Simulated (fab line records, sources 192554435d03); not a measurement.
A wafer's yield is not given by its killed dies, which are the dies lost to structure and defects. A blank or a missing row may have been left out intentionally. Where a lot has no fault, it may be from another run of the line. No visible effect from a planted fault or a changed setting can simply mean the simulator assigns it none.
Lot-split experiment ; flow n5Finfet ; 7 lots, 21 wafers read, on a route of 1938 steps

## THE SPLIT
At N5_BEOL_M9_ETCH_62 (etches SOC in N2/H2, target depth 110 nm, overetch 22 nm, time 165 s), the setting timeS was moved away from the recipe's 165 s on 6 of the 21 wafers read, by -15.0% to +15.5%. All remaining wafers had this setting at the recipe value.

The reading is taken at the split's own step.

## THE READING
SiARC_of_BEOL_M9_COAT_60.thkNm (the simulator's own value, which no gauge read), in nm, at N5_BEOL_M9_ETCH_62 (etches SOC in N2/H2, target depth 110 nm, overetch 22 nm, time 165 s). No usual value for it is given in the file. Across the 15 wafers here that went through the recipe, the average is 23.5 nm and the standard deviation 0.16 nm.

wafer;tool, chamber at the split;timeS as run, s;against the recipe;SiARC_of_BEOL_M9_COAT_60.thkNm, nm;against lot-mates on the recipe
L076.1;rieDiel-05, 3,0;165;recipe;23.4;-
L076.4;rieDiel-05, 3,0;165;recipe;23.4;-
L076.2;rieDiel-05, 2;165;recipe;23.2;-
L075.1;rieDiel-03, 0;190.5;+15.5%;22.6;-1.1
L075.3;rieDiel-03, 2;165;recipe;23.6;-
L075.5;rieDiel-03, 0;165;recipe;23.8;-
L079.1;rieDiel-05, 2;165;recipe;23.4;-
L079.2;rieDiel-05, 3;140.2;-15.0%;24.4;+1.0
L079.4;rieDiel-05, 1;140.2;-15.0%;24.6;+1.2
L084.4;rieDiel-03, 2;174.5;+5.8%;23.2;-0.5
L084.5;rieDiel-03, 1;165;recipe;23.6;-
L084.6;rieDiel-03, 0;165;recipe;23.8;-
L088.1;rieDiel-03, 2,3,1;165;recipe;23.6;-
L088.2;rieDiel-03, 2,3,1;165;recipe;23.6;-
L088.4;rieDiel-03, 2,3,1;165;recipe;23.6;-
L094.1;rieDiel-05, 1;165;recipe;23.6;-
L094.5;rieDiel-05, 3,0;165;recipe;23.4;-
L094.6;rieDiel-05, 3,0;165;recipe;23.4;-
L096.1;rieDiel-01, 0;182.9;+10.8%;22.8;-0.6
L096.4;rieDiel-01, 1;182.9;+10.8%;22.2;-1.2
L096.6;rieDiel-01, 2;165;recipe;23.4;-
When a row names more than one chamber, that row covers several wafers, and the file does not tell which wafer ran in which chamber.

THE FIT
A straight line over all 21 wafers: SiARC_of_BEOL_M9_COAT_60.thkNm changes by -0.0703 nm for each +1% of timeS; r = -0.93; the points scatter about the line by 0.2 nm.
The same after taking each lot's own level away (the mean of its wafers on the recipe; 21 wafers): -0.0754 nm for each +1%; r = -0.97; scatter 0.13 nm.
On that fit, the largest move of timeS shifts the reading by 1.2 nm.
From 23.33 to 23.70 nm: that is the span of the lots' own levels, equal to 2.3 times the standard deviation above.
The two slopes agree, so the slope changes little with the lot-to-lot level.
Check: for one of the wafers moved furthest among these (+15.5%), held out of the fit, the line's prediction against its lot-mates is -1.21 nm. It came out at -1.1 nm against them.

## THE OTHER SPLITS THESE WAFERS WENT THROUGH
Before the reading, these wafers also passed through other splits. Each is held against what the fit with the lots' levels taken away leaves over:
other split on the same wafers;wafers away from the commonest value;r with SiARC_of_BEOL_M9_COAT_60.thkNm (lot level and that fit taken away)
N5_BEOL_M6_TRENCH_ETCH_37 timeS;8;+0.02
N5_BEOL_M8_PECVD_70 tempC;7;-0.09
N5_BEOL_M8_ETCH_62 sourceW;9;+0.13
N5_BEOL_M8_STRIP_19 pressureMtorr;15;+0.07
N5_BEOL_M9_COAT_05 spinRpm;5;-0.25

## THE WHOLE CHAIN: every reading that the file lists as answering this split, in the file's order
step;what it does;reading;change (the file's fit);r (the file's)
N5_BEOL_M9_ETCH_62;etches SOC in N2/H2, target depth 110 nm, overetch 22 nm, time 165 s;SiARC_of_BEOL_M9_COAT_60.thkNm (the simulator's own value, which no gauge read);-0.075 nm for each +1% of the setting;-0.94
N5_BEOL_M9_HM_OPEN_17;chemistry Cl2/BCl3, target TiN, target depth 20 nm, overetch 6 nm;etch.depthNm (the simulator's own value, which no gauge read);not straight: 19.93 at the lowest setting, 20.12 at the recipe, 17.51 at the highest;not given

## FILE'S OWN FIT
SiARC_of_BEOL_M9_COAT_60.thkNm changes by -0.075 nm for each +1% of timeS, r = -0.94.
